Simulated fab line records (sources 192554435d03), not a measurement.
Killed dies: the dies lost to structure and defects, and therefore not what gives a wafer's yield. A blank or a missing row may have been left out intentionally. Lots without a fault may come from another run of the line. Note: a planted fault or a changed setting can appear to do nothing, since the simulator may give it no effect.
fab line records    flow n5_finfet
record: lots: 7  wafers: 21  last_day: 18
route steps=1938 shown BEOL_M3@1001 BEOL_M4@1111 PASSIVATION@1936
lots that met no fault: taken from a fault-free run of the same line
start_h: the number of hours between the record's first day and the start of the first shown wafer of the lot    wait_h: how many hours have passed since the lot's step before this one    " repeats the value in the row above    L1.1+2: one row covering several wafers at once    - no value, or no start was given    * or withheld: withheld    < > ~ a bound
route shown NAME@n: NAME is a module with steps in the file, n the number in the route of the first one    usual: mean/standard deviation taken from wafers without a fault    same: alike in all rows    chamber/n: place in a boat    sites: per-site readings    _std_site: how widely they spread, as a standard deviation    _edge_site: inner sites' mean taken away from outer sites' mean    radius_mm: how far each site lies from the wafer's centre    mask NAME#n: copy n    behind: the last tool/chamber to shape the wafer    hold: why the lot went on hold/how many hours it stayed there/how the hold came to an end    device: transistor that didn't switch, given as n, p or np    end of line: the tests these same wafers got at the end of their route    for a step that has no rows: nothing shown but its recipe    killed: dies that structure and defects cost at the first sort, which is not the same as the wafer's yield    map: shows each die of a wafer: x if killed, . if not, _ if none is there
set.NAME: the setting the step ran with; set.NAME@STEP: the setting that earlier step ran with    model.NAME: the simulator's own value behind a step, which no gauge read
lots at selected steps of the route; one table per step, one row per wafer
services: from which hour (start_h, from the record's first day; less than 0 if before it) a tool's chamber was out of use, for how many hours, and why
== steps ==
step: N5_BEOL_M3_ANNEAL_87
recipe: temp_c: 400  time_s: 240  ambient: vacuum
step: N5_BEOL_M3_SPUTTER_88
recipe: material: Cu  target_thk_a: 45  temp_c: -20  chamber_pressure_pa: 0.07  power_w: withheld  time_s: 8.29
usual: substrate_temp_c: -20.01/0.11  throttle_valve_pct: 29.9/0.94
lot.wafer  tool            chamber  start_h  wait_h  substrate_temp_c  throttle_valve_pct
L490.3     pvd_sputter-01  -        179.42   0.1     -20.00            31.1
L490.4     "               -        "        "       -19.84            29.9
L490.5     "               -        "        "       -19.92            29.8
L497.2     pvd_sputter-03  -        215.50   0.1     -20.02            29.1
L497.3     "               -        "        "       -19.92            30.3
L497.5     "               -        "        "       -19.90            30.2
L498.1     pvd_sputter-01  -        219.33   0.1     -19.98            30.6
L498.5     "               -        "        "       -20.04            30.7
L498.6     "               -        "        "       -19.96            29.8
L499.4     pvd_sputter-01  -        233.05   0.1     -20.14            29.6
L499.5     "               -        "        "       -19.87            29.1
L499.6     "               -        "        "       -20.19            30.6
L502.1     pvd_sputter-03  -        252.46   0.1     -19.99            29.9
L502.2     "               -        "        "       -20.24            28.5
L502.5     "               -        "        "       -20.01            28.1
L503.1     pvd_sputter-02  -        252.90   0.1     -20.16            31.4
L503.3     "               -        "        "       -20.06            30.2
L503.5     "               -        "        "       -19.99            30.8
L509.1     pvd_sputter-03  -        297.98   0.1     -19.99            29.5
L509.3     "               -        "        "       -20.00            30.5
L509.5     "               -        "        "       -19.97            28.4
step: N5_BEOL_M3_ANNEAL_89
recipe: temp_c: 400  time_s: 240  ambient: vacuum
step: N5_BEOL_M3_SPUTTER_90
recipe: material: Cu  target_thk_a: 45  temp_c: -20  chamber_pressure_pa: 0.07  power_w: withheld  time_s: 8.29
usual: substrate_temp_c: -20.01/0.1  throttle_valve_pct: 29.9/0.97
lot.wafer  tool            chamber  start_h  wait_h  substrate_temp_c  throttle_valve_pct
L490.3     pvd_sputter-01  -        179.64   0.1     -19.95            31.0
L490.4     "               -        "        "       -20.22            29.8
L490.5     "               -        "        "       -20.10            30.1
L497.2     pvd_sputter-03  -        215.72   0.1     -20.10            29.5
L497.3     "               -        "        "       -19.84            30.4
L497.5     "               -        "        "       -19.97            30.4
L498.1     pvd_sputter-01  -        219.55   0.1     -20.16            30.6
L498.5     "               -        "        "       -20.14            30.6
L498.6     "               -        "        "       -20.10            29.9
L499.4     pvd_sputter-01  -        233.27   0.1     -20.05            29.8
L499.5     "               -        "        "       -20.18            28.9
L499.6     "               -        "        "       -20.03            30.5
L502.1     pvd_sputter-03  -        252.68   0.1     -20.00            29.9
L502.2     "               -        "        "       -20.02            28.1
L502.5     "               -        "        "       -19.99            28.1
L503.1     pvd_sputter-02  -        253.12   0.1     -19.73            31.9
L503.3     "               -        "        "       -19.86            30.3
L503.5     "               -        "        "       -20.19            30.6
L509.1     pvd_sputter-03  -        298.20   0.1     -20.01            29.5
L509.3     "               -        "        "       -20.01            30.2
L509.5     "               -        "        "       -19.87            28.1
step: N5_BEOL_M3_ANNEAL_91
recipe: temp_c: 400  time_s: 240  ambient: vacuum
step: N5_BEOL_M3_SPUTTER_92
recipe: material: Cu  target_thk_a: 45  temp_c: -20  chamber_pressure_pa: 0.07  power_w: withheld  time_s: 8.29
step: N5_BEOL_M3_ANNEAL_93
recipe: temp_c: 400  time_s: 240  ambient: vacuum
usual: heater_power_w: 823/82
lot.wafer  tool            chamber  start_h  wait_h  heater_power_w
L490.3     pvd_sputter-01  -        179.94   0.0     872
L490.4     "               -        "        "       849
L490.5     "               -        "        "       855
L497.2     pvd_sputter-03  -        216.02   0.0     984
L497.3     "               -        "        "       760
L497.5     "               -        "        "       764
L498.1     pvd_sputter-01  -        219.85   0.0     765
L498.5     "               -        "        "       752
L498.6     "               -        "        "       837
L499.4     pvd_sputter-01  -        233.57   0.0     855
L499.5     "               -        "        "       812
L499.6     "               -        "        "       746
L502.1     pvd_sputter-03  -        252.98   0.0     759
L502.2     "               -        "        "       786
L502.5     "               -        "        "       787
L503.1     pvd_sputter-02  -        253.42   0.0     784
L503.3     "               -        "        "       717
L503.5     "               -        "        "       862
L509.1     pvd_sputter-03  -        298.50   0.0     1026
L509.3     "               -        "        "       764
L509.5     "               -        "        "       789
step: N5_BEOL_M3_SPUTTER_94
recipe: material: Cu  target_thk_a: 45  temp_c: -20  chamber_pressure_pa: 0.07  power_w: withheld  time_s: 8.29
step: N5_BEOL_M3_ANNEAL_95
recipe: temp_c: 400  time_s: 240  ambient: vacuum
usual: heater_power_w: 823/81
lot.wafer  tool            chamber  start_h  wait_h  heater_power_w
L490.3     pvd_sputter-01  -        180.16   0.0     888
L490.4     "               -        "        "       860
L490.5     "               -        "        "       845
L497.2     pvd_sputter-03  -        216.24   0.0     1021
L497.3     "               -        "        "       742
L497.5     "               -        "        "       757
L498.1     pvd_sputter-01  -        220.07   0.0     739
L498.5     "               -        "        "       745
L498.6     "               -        "        "       838
L499.4     pvd_sputter-01  -        233.79   0.0     862
L499.5     "               -        "        "       782
L499.6     "               -        "        "       768
L502.1     pvd_sputter-03  -        253.20   0.0     766
L502.2     "               -        "        "       779
L502.5     "               -        "        "       777
L503.1     pvd_sputter-02  -        253.64   0.0     776
L503.3     "               -        "        "       717
L503.5     "               -        "        "       862
L509.1     pvd_sputter-03  -        298.72   0.0     1016
L509.3     "               -        "        "       758
L509.5     "               -        "        "       791
step: N5_BEOL_M3_SPUTTER_96
recipe: material: Cu  target_thk_a: 45  temp_c: -20  chamber_pressure_pa: 0.07  power_w: withheld  time_s: 8.29
step: N5_BEOL_M3_ECD_50
recipe: material: Cu  target_thk_a: 3000
step: N5_BEOL_M3_ANNEAL_51
recipe: temp_c: 225  time_s: 90  ambient: N2
usual: wafer_temp_C_max: 225.88/0.23
lot.wafer  tool           chamber  start_h  wait_h  wafer_temp_C_max
L490.3     rtp_anneal-01  0        180.59   0.1     225.97
L490.4     "              0        "        "       226.10
L490.5     "              0        "        "       226.01
L497.2     rtp_anneal-02  0        216.62   0.1     225.84
L497.3     "              0        "        "       225.78
L497.5     "              0        "        "       226.02
L498.1     rtp_anneal-01  0        220.41   0.1     225.69
L498.5     "              0        "        "       225.90
L498.6     "              0        "        "       225.67
L499.4     rtp_anneal-02  0        234.26   0.2     225.75
L499.5     "              0        "        "       225.36
L499.6     "              0        "        "       225.57
L502.1     rtp_anneal-02  0        253.53   0.1     225.60
L502.2     "              0        "        "       225.53
L502.5     "              0        "        "       225.77
L503.1     rtp_anneal-01  0        253.98   0.1     226.24
L503.3     "              0        "        "       226.16
L503.5     "              0        "        "       225.99
L509.1     rtp_anneal-02  0        299.05   0.1     226.07
L509.3     "              0        "        "       225.98
L509.5     "              0        "        "       225.53
step: N5_BEOL_M3_CMP_52
recipe: stop_on: SiOC  t_overpolish_s: 6.8  down_force_psi: 1  platen_rpm: 50  clearing_platen_down_force_psi: 1.5  clearing_platen_rpm: 50  post_cmp_clean: cu_alkaline  target_thk_nm: 40  clearing_platen_pad_velocity_m_s: 0.99484  pad_velocity_m_s: 0.99484
usual: barrier_field_endpoint_s: 24.8/0.66  clearing_platen_down_force_psi: 1.5002/0.0029  motor_current_A: 6.3/0.56  overpolish_run_s: 6.800/0.0087  time_to_endpoint_s: 62/3.1
lot.wafer  tool    chamber  start_h  wait_h  barrier_field_endpoint_s  clearing_platen_down_force_psi  motor_current_A  overpolish_run_s  time_to_endpoint_s  model.Cu_of_BEOL_M3_ECD_50.thk_nm  model.SiO2_of_BEOL_M3_PECVD_72.thk_nm  model.SiOC_of_BEOL_M3_ILD_DEP_00.thk_nm
L490.4     cmp-01  1        180.83   0.2     24.6                      1.5007                          6.8              6.812             60                  41                                 0                                      77.8
L490.3     "       2        "        "       25.3                      1.5029                          5.7              6.807             64                  41.8                               0                                      77.6
L490.5     "       1        "        "       24.4                      1.4976                          7.0              6.796             59                  41.8                               0                                      78.8
L497.2     cmp-02  1        216.91   0.2     -                         -                               -                -                 -                   300.8                              15.4                                   77.6
L497.3     "       3        "        "       -                         -                               -                -                 -                   306.2                              15.8                                   78.6
L497.5     "       1        "        "       -                         -                               -                -                 -                   304.6                              15.8                                   79.8
L498.1     cmp-02  0        220.90   0.4     -                         -                               -                -                 -                   303.6                              15.8                                   78
L498.5     "       3        "        "       -                         -                               -                -                 -                   300.4                              16                                     78.6
L498.6     "       0        "        "       -                         -                               -                -                 -                   301.6                              16                                     78.8
L499.4     cmp-02  1        234.53   0.2     -                         -                               -                -                 -                   300.8                              16                                     78.6
L499.5     "       2        "        "       -                         -                               -                -                 -                   303                                15.6                                   78.8
L499.6     "       3        "        "       -                         -                               -                -                 -                   303                                16.2                                   79.4
L502.2     cmp-02  2        253.83   0.2     24.2                      1.4997                          6.9              6.789             61                  37.8                               0                                      74.6
L502.1     "       1        "        "       24.8                      1.4992                          6.1              6.796             63                  38.2                               0                                      74.8
L502.5     "       3        "        "       25.5                      1.4972                          6.3              6.794             63                  39.4                               0                                      75.6
L503.1     cmp-02  1        254.56   0.5     25.0                      1.5026                          5.5              6.813             58                  38.8                               0                                      75.8
L503.3     "       0        "        "       25.1                      1.5049                          6.9              6.792             62                  40.2                               0                                      76.2
L503.5     "       1        "        "       24.5                      1.4999                          5.9              6.805             56                  39                                 0                                      76.4
L509.1     cmp-01  3        299.39   0.3     24.4                      1.4983                          6.1              6.795             57                  36.8                               0                                      75
L509.3     "       0        "        "       23.7                      1.5005                          6.0              6.791             58                  38.8                               0                                      76.2
L509.5     "       2        "        "       25.3                      1.4992                          5.4              6.782             64                  40.4                               0                                      76.4
step: N5_BEOL_M3_THK_MEAS_53
recipe: thk_meas_gauge: xrf  reads: Cu_of_BEOL_M3_ECD_50
usual: M3_THK: 38.9/1.6
lot.wafer  tool           chamber  start_h  wait_h  M3_THK[nm]
L490.3     film_metro-02  -        181.09   -       42.3
L490.4     "              -        "        "       41.6
L490.5     "              -        "        "       42.4
L497.2     film_metro-01  -        217.17   0.2     293.2
L497.3     "              -        "        "       299.0
L497.5     "              -        "        "       297.2
L498.1     film_metro-02  -        221.15   0.2     303.2
L498.5     "              -        "        "       300.6
L498.6     "              -        "        "       301.5
L499.4     film_metro-01  -        234.72   0.1     291.0
L499.5     "              -        "        "       293.4
L499.6     "              -        "        "       294.4
L502.1     film_metro-02  -        254.12   -       38.3
L502.2     "              -        "        "       37.7
L502.5     "              -        "        "       39.4
L503.1     film_metro-02  -        254.85   -       38.8
L503.3     "              -        "        "       40.2
L503.5     "              -        "        "       39.1
L509.1     film_metro-02  -        299.65   -       36.5
L509.3     "              -        "        "       38.5
L509.5     "              -        "        "       40.1
step: N5_BEOL_M3_PRE_CLEAN_60
recipe: gas: NH3/H2  time_s: 15  temp_c: *  rf_power_w: 300
step: N5_BEOL_M3_CO_CAP_55
recipe: material: Co  target_thk_a: 20  temp_c: 200  precursor: CCTBA/H2  pressure_torr: 30  time_s: 102.1
step: N5_BEOL_M3_PRE_CLEAN_56
recipe: gas: NH3  time_s: 15  temp_c: withheld  rf_power_w: 300
step: N5_BEOL_M3_DEP_57
recipe: material: SiCN  target_thk_a: 80  temp_c: withheld  precursor: 3MS/NH3  pressure_torr: 3  rf_w: 202  time_s: 14
step: N5_BEOL_M3_RS_MEAS_58
recipe: thk_meas_gauge: four-point-probe  reads: Co_of_BEOL_M3_CO_CAP_55+Cu_of_BEOL_M3_ECD_50+Co_of_BEOL_M3_CVD_47+TaN_of_BEOL_M3_ALD_84
usual: M3_RS: 0.69/0.035
lot.wafer  tool           chamber  start_h  wait_h  M3_RS[ohm/sq]
L490.3     film_metro-02  -        181.35   0.1     0.63
L490.4     "              -        "        "       0.65
L490.5     "              -        "        "       0.63
L497.2     film_metro-02  -        217.43   0.1     0.06
L497.3     "              -        "        "       0.06
L497.5     "              -        "        "       0.06
L498.1     film_metro-02  -        221.43   0.0     0.06
L498.5     "              -        "        "       0.06
L498.6     "              -        "        "       0.06
L499.4     film_metro-01  -        235.03   0.0     0.06
L499.5     "              -        "        "       0.06
L499.6     "              -        "        "       0.06
L502.1     film_metro-02  -        254.40   0.1     0.71
L502.2     "              -        "        "       0.72
L502.5     "              -        "        "       0.68
L503.1     film_metro-01  -        255.11   0.0     0.70
L503.3     "              -        "        "       0.67
L503.5     "              -        "        "       0.69
L509.1     film_metro-01  -        300.18   0.0     0.75
L509.3     "              -        "        "       0.70
L509.5     "              -        "        "       0.66
step: N5_BEOL_M3_INSPECT_59
recipe: inspect_instrument: darkfield  mode: post_dep
usual: raw_defect_count: 73/25
lot.wafer  tool               chamber  start_h  wait_h  raw_defect_count
L490.3     defect_inspect-01  -        181.38   0.0     88
L490.4     "                  -        "        "       65
L490.5     "                  -        "        "       55
L497.2     defect_inspect-01  -        217.45   0.0     5177
L497.3     "                  -        "        "       5202
L497.5     "                  -        "        "       5110
L498.1     defect_inspect-02  -        221.45   0.0     5123
L498.5     "                  -        "        "       5224
L498.6     "                  -        "        "       5115
L499.4     defect_inspect-02  -        235.06   0.0     5272
L499.5     "                  -        "        "       5068
L499.6     "                  -        "        "       5207
L502.1     defect_inspect-02  -        254.43   0.0     57
L502.2     "                  -        "        "       64
L502.5     "                  -        "        "       42
L503.1     defect_inspect-01  -        255.14   0.0     66
L503.3     "                  -        "        "       58
L503.5     "                  -        "        "       36
L509.1     defect_inspect-01  -        300.21   0.0     72
L509.3     "                  -        "        "       88
L509.5     "                  -        "        "       66
step: N5_BEOL_M4_RC_MEAS_101
usual: DIBL_N: 36.0/2  DIBL_P: 36.2/2.2  IOFF_N: 0.16/0.034  IOFF_P: 0.21/0.04  ION_N: 675/12  ION_P: 463/7.2  SS_N: 71.6/0.6  SS_P: 73.3/0.67  VT_N: 250/3  VT_P: -251/3.4
lot.wafer  tool       chamber  start_h  wait_h  DIBL_N[mV/V]  DIBL_P[mV/V]  IOFF_N[nA/um]  IOFF_P[nA/um]  ION_N[uA/um]  ION_P[uA/um]  SS_N[mV/dec]  SS_P[mV/dec]  VT_N[mV]  VT_P[mV]
L490.3     prober-02  0        193.42   0.3     38.2          38.8          0.21           0.26           674           462           72.1          73.4          249       -250
L490.4     "          0        "        "       37.9          37.7          0.18           0.22           664           453           72.9          73.0          251       -252
L490.5     "          0        "        "       39.4          39.9          0.23           0.26           684           467           73.2          73.9          250       -246
L502.1     prober-01  0        267.96   0.0     36.1          36.0          0.18           0.25           689           479           71.2          72.8          247       -245
L502.2     "          0        "        "       38.2          38.0          0.21           0.28           687           474           72.2          73.9          244       -247
L502.5     "          0        "        "       37.3          36.0          0.19           0.26           684           476           71.7          73.3          250       -246
L503.1     prober-01  0        269.45   0.0     36.9          36.5          0.16           0.23           674           466           71.4          73.1          249       -247
L503.3     "          0        "        "       36.6          35.6          0.17           0.22           681           469           72.0          72.8          247       -246
L503.5     "          0        "        "       34.9          35.4          0.14           0.22           677           467           71.0          72.6          250       -247
L509.1     prober-01  0        311.62   0.0     36.0          35.9          0.15           0.21           665           455           71.9          72.3          250       -250
L509.3     "          0        "        "       34.3          33.7          0.14           0.19           681           460           71.3          72.5          248       -248
L509.5     "          0        "        "       36.6          36.7          0.18           0.23           686           469           71.4          73.7          249       -247
step: N5_PASSIVATION_PROBE_49
usual: defect_limited_yield: 91.5/1.5  killed_at_M0_to_M3: 33/10  killed_at_M4_up: 15/6.4  killed_at_contacts: 12/5.4  killed_at_front_end: 38/9.8  killed_at_other: 4/3.1  killed_dies: 101/18  killed_on_rim: 13/3.9  killed_open: 67/14  killed_short: 33/7.9  sort_bin_5_function: 5.0/1  sort_bin_6_memory: 3.2/0.67  sort_n_pass: 1079/18  sort_yield_pct: 91.5/1.5
same: gross_dies: 1180  killed_at_back_side: 0  sort_bin_4_leakage[%]: 0  sort_bin_8_speed[%]: 0
lot.wafer  tool       chamber  start_h  wait_h  defect_limited_yield[%]  killed_at_M0_to_M3  killed_at_M4_up  killed_at_contacts  killed_at_front_end  killed_at_other  killed_dies  killed_on_rim  killed_open  killed_short  sort_bin_5_function[%]  sort_bin_6_memory[%]  sort_n_pass  sort_yield_pct[%]
L497.2     prober-01  -        350.61   0.1     0                        1099                23               15                  42                   1                1180         152            58           34            4.4                     3.2                   0            0
L497.3     prober-01  -        350.66   0.1     0                        1114                19               5                   34                   8                1180         152            59           35            4.7                     3.1                   0            0
L497.5     prober-01  -        350.76   0.2     0                        1124                17               5                   30                   4                1180         152            50           30            4.0                     2.5                   0            0
L498.1     prober-02  -        376.83   0.0     0                        1104                14               11                  46                   5                1180         152            75           33            5.4                     3.5                   0            0
L498.5     prober-02  -        377.03   0.2     0                        1128                10               12                  30                   0                1180         152            46           24            3.5                     2.4                   0            0
L498.6     prober-02  -        377.08   0.3     0                        1093                12               15                  58                   2                1180         152            64           51            5.3                     4.6                   0            0
L499.4     prober-01  -        390.45   0.2     0                        1111                11               16                  40                   2                1180         152            60           27            4.4                     2.9                   0            0
L499.5     prober-01  -        390.50   0.2     0                        1115                20               13                  31                   1                1180         152            53           33            4.5                     2.7                   0            0
L499.6     prober-01  -        390.55   0.3     0                        1115                13               15                  33                   4                1180         152            80           27            5.3                     3.6                   0            0
killed by level:class
L497.2 BEOL_M3:area_cmp=1088 FIN_SAQP:geometric_particle:open=13 FIN_SAQP:geometric_particle:short=11 MOL_CONTACT_COAG:geometric_particle:open=11 BEOL_M4:geometric_particle:open=11 GATE_CUT:geometric_particle:short=5 STI_FIN_REVEAL:geometric_particle:open=4 MOL_CONTACT_COAG:geometric_particle:short=4
L497.3 BEOL_M3:area_cmp=1085 FIN_SAQP:geometric_particle:short=11 BEOL_M2:geometric_particle:open=9 FIN_SAQP:geometric_particle:open=8 BEOL_M1:geometric_particle:open=6 BEOL_M3:geometric_particle:open=6 BEOL_M5:geometric_particle:open=6 MOL_CONTACT_COAG:geometric_particle:open=4
L497.5 BEOL_M3:area_cmp=1100 BEOL_M0_SAQP:geometric_particle:short=7 BEOL_M4:geometric_particle:open=7 FIN_SAQP:geometric_particle:short=6 FIN_SAQP:geometric_particle:open=5 BEOL_M0_SAQP:geometric_particle:open=5 STARTING-WAFER:geometric_particle:open=5 STI_FIN_REVEAL:geometric_particle:open=4
L498.1 BEOL_M3:area_cmp=1069 STI_FIN_REVEAL:geometric_particle:open=16 BEOL_M0_SAQP:geometric_particle:short=12 FIN_SAQP:geometric_particle:open=10 MOL_CONTACT_COAG:geometric_particle:open=10 BEOL_M0_SAQP:geometric_particle:open=7 BEOL_M2:geometric_particle:open=6 STARTING-WAFER:geometric_particle:short=5
L498.5 BEOL_M3:area_cmp=1108 FIN_SAQP:geometric_particle:open=9 BEOL_M0_SAQP:geometric_particle:short=7 MOL_CONTACT_COAG:geometric_particle:short=6 MOL_CONTACT_COAG:geometric_particle:open=6 BEOL_M0_SAQP:geometric_particle:open=6 STI_FIN_REVEAL:geometric_particle:open=5 BEOL_M2:geometric_particle:open=5
L498.6 BEOL_M3:area_cmp=1063 FIN_SAQP:geometric_particle:open=17 MOL_CONTACT_COAG:geometric_particle:open=13 BEOL_M0_SAQP:geometric_particle:short=13 FIN_SAQP:geometric_particle:short=10 BEOL_M0_SAQP:geometric_particle:open=8 ILD0:geometric_particle:short=4 GATE_CUT:geometric_particle:short=4
L499.4 BEOL_M3:area_cmp=1093 MOL_CONTACT_COAG:geometric_particle:open=13 FIN_SAQP:geometric_particle:short=11 STI_FIN_REVEAL:geometric_particle:open=8 BEOL_M0_SAQP:geometric_particle:open=8 FIN_SAQP:geometric_particle:open=6 DUMMY_GATE:geometric_particle:open=6 BEOL_M4:geometric_particle:open=5
L499.5 BEOL_M3:area_cmp=1093 MOL_CONTACT_COAG:geometric_particle:open=9 FIN_SAQP:geometric_particle:short=6 STI_FIN_REVEAL:geometric_particle:open=6 BEOL_M0_SAQP:geometric_particle:short=5 FIN_SAQP:geometric_particle:open=4 MOL_CONTACT_COAG:geometric_particle:short=4 BEOL_M1:geometric_particle:open=4
L499.6 BEOL_M3:area_cmp=1073 MOL_CONTACT_COAG:geometric_particle:open=15 BEOL_M0_SAQP:geometric_particle:open=15 BEOL_M3:geometric_particle:open=8 BEOL_M0_SAQP:geometric_particle:short=6 STI_FIN_REVEAL:geometric_particle:open=5 DUMMY_GATE:geometric_particle:open=5 ILD0:geometric_particle:open=5
map L497.2 (x killed, . not)
_________________xxxxxxxxxxxx________________
______________xxxxxxxxxxxxxxxxxx_____________
___________xxxxxxxxxxxxxxxxxxxxxxxx__________
__________xxxxxxxxxxxxxxxxxxxxxxxxxx_________
________xxxxxxxxxxxxxxxxxxxxxxxxxxxxxx_______
_______xxxxxxxxxxxxxxxxxxxxxxxxxxxxxxxx______
______xxxxxxxxxxxxxxxxxxxxxxxxxxxxxxxxxx_____
_____xxxxxxxxxxxxxxxxxxxxxxxxxxxxxxxxxxxx____
____xxxxxxxxxxxxxxxxxxxxxxxxxxxxxxxxxxxxxx___
___xxxxxxxxxxxxxxxxxxxxxxxxxxxxxxxxxxxxxxxx__
___xxxxxxxxxxxxxxxxxxxxxxxxxxxxxxxxxxxxxxxx__
__xxxxxxxxxxxxxxxxxxxxxxxxxxxxxxxxxxxxxxxxxx_
__xxxxxxxxxxxxxxxxxxxxxxxxxxxxxxxxxxxxxxxxxx_
_xxxxxxxxxxxxxxxxxxxxxxxxxxxxxxxxxxxxxxxxxxxx
_xxxxxxxxxxxxxxxxxxxxxxxxxxxxxxxxxxxxxxxxxxxx
_xxxxxxxxxxxxxxxxxxxxxxxxxxxxxxxxxxxxxxxxxxxx
_xxxxxxxxxxxxxxxxxxxxxxxxxxxxxxxxxxxxxxxxxxxx
_xxxxxxxxxxxxxxxxxxxxxxxxxxxxxxxxxxxxxxxxxxxx
_xxxxxxxxxxxxxxxxxxxxxxxxxxxxxxxxxxxxxxxxxxxx
_xxxxxxxxxxxxxxxxxxxxxxxxxxxxxxxxxxxxxxxxxxxx
_xxxxxxxxxxxxxxxxxxxxxxxxxxxxxxxxxxxxxxxxxxxx
__xxxxxxxxxxxxxxxxxxxxxxxxxxxxxxxxxxxxxxxxxx_
__xxxxxxxxxxxxxxxxxxxxxxxxxxxxxxxxxxxxxxxxxx_
___xxxxxxxxxxxxxxxxxxxxxxxxxxxxxxxxxxxxxxxx__
___xxxxxxxxxxxxxxxxxxxxxxxxxxxxxxxxxxxxxxxx__
____xxxxxxxxxxxxxxxxxxxxxxxxxxxxxxxxxxxxxx___
_____xxxxxxxxxxxxxxxxxxxxxxxxxxxxxxxxxxxx____
______xxxxxxxxxxxxxxxxxxxxxxxxxxxxxxxxxx_____
_______xxxxxxxxxxxxxxxxxxxxxxxxxxxxxxxx______
________xxxxxxxxxxxxxxxxxxxxxxxxxxxxxx_______
__________xxxxxxxxxxxxxxxxxxxxxxxxxx_________
___________xxxxxxxxxxxxxxxxxxxxxxxx__________
______________xxxxxxxxxxxxxxxxxx_____________
_________________xxxxxxxxxxxx________________
map L498.1 (x killed, . not)
_________________xxxxxxxxxxxx________________
______________xxxxxxxxxxxxxxxxxx_____________
___________xxxxxxxxxxxxxxxxxxxxxxxx__________
__________xxxxxxxxxxxxxxxxxxxxxxxxxx_________
________xxxxxxxxxxxxxxxxxxxxxxxxxxxxxx_______
_______xxxxxxxxxxxxxxxxxxxxxxxxxxxxxxxx______
______xxxxxxxxxxxxxxxxxxxxxxxxxxxxxxxxxx_____
_____xxxxxxxxxxxxxxxxxxxxxxxxxxxxxxxxxxxx____
____xxxxxxxxxxxxxxxxxxxxxxxxxxxxxxxxxxxxxx___
___xxxxxxxxxxxxxxxxxxxxxxxxxxxxxxxxxxxxxxxx__
___xxxxxxxxxxxxxxxxxxxxxxxxxxxxxxxxxxxxxxxx__
__xxxxxxxxxxxxxxxxxxxxxxxxxxxxxxxxxxxxxxxxxx_
__xxxxxxxxxxxxxxxxxxxxxxxxxxxxxxxxxxxxxxxxxx_
_xxxxxxxxxxxxxxxxxxxxxxxxxxxxxxxxxxxxxxxxxxxx
_xxxxxxxxxxxxxxxxxxxxxxxxxxxxxxxxxxxxxxxxxxxx
_xxxxxxxxxxxxxxxxxxxxxxxxxxxxxxxxxxxxxxxxxxxx
_xxxxxxxxxxxxxxxxxxxxxxxxxxxxxxxxxxxxxxxxxxxx
_xxxxxxxxxxxxxxxxxxxxxxxxxxxxxxxxxxxxxxxxxxxx
_xxxxxxxxxxxxxxxxxxxxxxxxxxxxxxxxxxxxxxxxxxxx
_xxxxxxxxxxxxxxxxxxxxxxxxxxxxxxxxxxxxxxxxxxxx
_xxxxxxxxxxxxxxxxxxxxxxxxxxxxxxxxxxxxxxxxxxxx
__xxxxxxxxxxxxxxxxxxxxxxxxxxxxxxxxxxxxxxxxxx_
__xxxxxxxxxxxxxxxxxxxxxxxxxxxxxxxxxxxxxxxxxx_
___xxxxxxxxxxxxxxxxxxxxxxxxxxxxxxxxxxxxxxxx__
___xxxxxxxxxxxxxxxxxxxxxxxxxxxxxxxxxxxxxxxx__
____xxxxxxxxxxxxxxxxxxxxxxxxxxxxxxxxxxxxxx___
_____xxxxxxxxxxxxxxxxxxxxxxxxxxxxxxxxxxxx____
______xxxxxxxxxxxxxxxxxxxxxxxxxxxxxxxxxx_____
_______xxxxxxxxxxxxxxxxxxxxxxxxxxxxxxxx______
________xxxxxxxxxxxxxxxxxxxxxxxxxxxxxx_______
__________xxxxxxxxxxxxxxxxxxxxxxxxxx_________
___________xxxxxxxxxxxxxxxxxxxxxxxx__________
______________xxxxxxxxxxxxxxxxxx_____________
_________________xxxxxxxxxxxx________________
== services ==
tool            chamber  start_h  hours  kind
cmp-01          -        192.95   5.0    pm
cmp-02          -        197.13   4.0    pm
cmp-02          -        201.13   -      consumable_replace:conditioner
cmp-02          -        201.13   -      consumable_replace:pad
cmp-01          -        208.40   13.1   pm
cmp-02          -        216.47   0.3    repair
cmp-01          -        228.56   6.6    pm
cmp-01          -        263.20   0.5    repair
pvd_sputter-01  -        272.12   7.8    repair
cmp-01          -        295.25   2.0    repair
cmp-02          -        296.23   6.5    repair
== key ==
first_sign: step: N5_BEOL_M3_CMP_52  reading: tool_record  direction: missing
effect: step: N5_BEOL_M3_THK_MEAS_53  reading: M3_THK  direction: up  sigmas: 99+  usual: 38.9  struck: 297.1
effect: step: N5_BEOL_M3_RS_MEAS_58  reading: M3_RS  direction: down  sigmas: 18  usual: 0.69  struck: 0.06
effect: step: N5_BEOL_M3_INSPECT_59  reading: raw_defect_count  direction: up  sigmas: 99+  usual: 73  struck: 5166
effect: step: N5_PASSIVATION_PROBE_49  reading: killed_at_M0_to_M3  direction: up  sigmas: 99+  usual: 33  struck: 1111
model_effect: step: N5_BEOL_M3_CMP_52  value: Cu_of_BEOL_M3_ECD_50.thk_nm  without: 38.44  struck: 302.7
more_kills_born_at: N5_BEOL_M3_CMP_52@cmp-02: 9772
met_at N5_BEOL_M3_CMP_52
struck_wafers L497.2,L497.3,L497.5,L498.1,L498.5,L498.6,L499.4,L499.5,L499.6
later_rows_left_out L497.2,L497.3,L497.5,L498.1,L498.5,L498.6,L499.4,L499.5,L499.6
fault: kind: skipped_step_whole  tool: cmp-02  chamber: -  onset_h: 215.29  steps: N5_BEOL_M3_CMP_52  scope: struck_lots_only
later_rows_left_out: the simulator's readings of these wafers behind a module that went badly wrong aren't trusted and aren't shown, but for the sort
